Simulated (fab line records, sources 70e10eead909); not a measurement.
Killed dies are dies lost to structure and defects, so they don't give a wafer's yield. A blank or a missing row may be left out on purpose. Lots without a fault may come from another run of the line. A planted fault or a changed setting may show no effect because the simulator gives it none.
Tool commonality check | flow nand_harc | 2 lots, 6 wafers sampled

WHY IT WAS OPENED
At NHARC_END_SORT_01 the reading killed_dies is flagged on 2 of 2 lots. Wafers without a fault read 31, standard deviation 10.
Rule: a lot is flagged when every wafer of it that has a number lies more than 4 standard deviations from that mean, or none has a number. The other lots count as sound.

lot  | measured     | on        | killed_dies, wafer by wafer | flag
L608 | day 21 12:50 | prober-01 | 481 438 444                 | FLAGGED
L609 | day 22 05:38 | prober-02 | 419 441 459                 | FLAGGED
The numbers of the flagged lots are 447 on average: +416 against the usual, or +42 standard deviations.

WHICH TOOL RAN EACH LOT
The record holds 3 process steps before the reading, out of a route of 1159 steps. In each cell: the tool, then ch and the chambers that the sampled wafers went through, then the start.
lot  | flag    | NHARC_A_CONTACT_DEP_57        | NHARC_THIN_TSV_PRE_CLEAN_54 | NHARC_THIN_TSV_STRIP_56
L608 | FLAGGED | acl_dep-02 ch 0, day 18 21:15 | no row                      | no row
L609 | FLAGGED | acl_dep-02 ch 0, day 19 11:05 | no row                      | no row
What these steps do:
- NHARC_A_CONTACT_DEP_57: deposits aC, target thk 2800 nm.
- NHARC_THIN_TSV_PRE_CLEAN_54: time 30 s.
- NHARC_THIN_TSV_STRIP_56: strips in O2.
- NHARC_END_SORT_01

FLAGGED OVER TOTAL, TOOL BY TOOL (the gauges that took the reading come last)
step                   | tool       | lots run | flagged | share of the flagged lots | sound lots run after its first flagged lot
NHARC_A_CONTACT_DEP_57 | acl_dep-02 | 2        | 2       | all                       | 0
NHARC_END_SORT_01      | prober-01  | 1        | 1       | some                      | 0
NHARC_END_SORT_01      | prober-02  | 1        | 1       | some                      | 0

WHAT THE TABLE ALLOWS
1 row of the table ran every flagged lot: acl_dep-02 at NHARC_A_CONTACT_DEP_57.
- acl_dep-02 at NHARC_A_CONTACT_DEP_57: 2 of its 2 lots flagged. It ran no sound lot before its first flagged lot in this sample, so the start can't be narrowed down.
One tool is left: acl_dep-02 at NHARC_A_CONTACT_DEP_57.

WHAT THE SIMULATOR HAD PUT IN
Process parameter drift: acl_dep-02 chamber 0, from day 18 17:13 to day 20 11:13, at NHARC_A_CONTACT_DEP_57. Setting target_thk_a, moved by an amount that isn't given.
Lots struck among those shown: L608, L609. The rule above found the same.
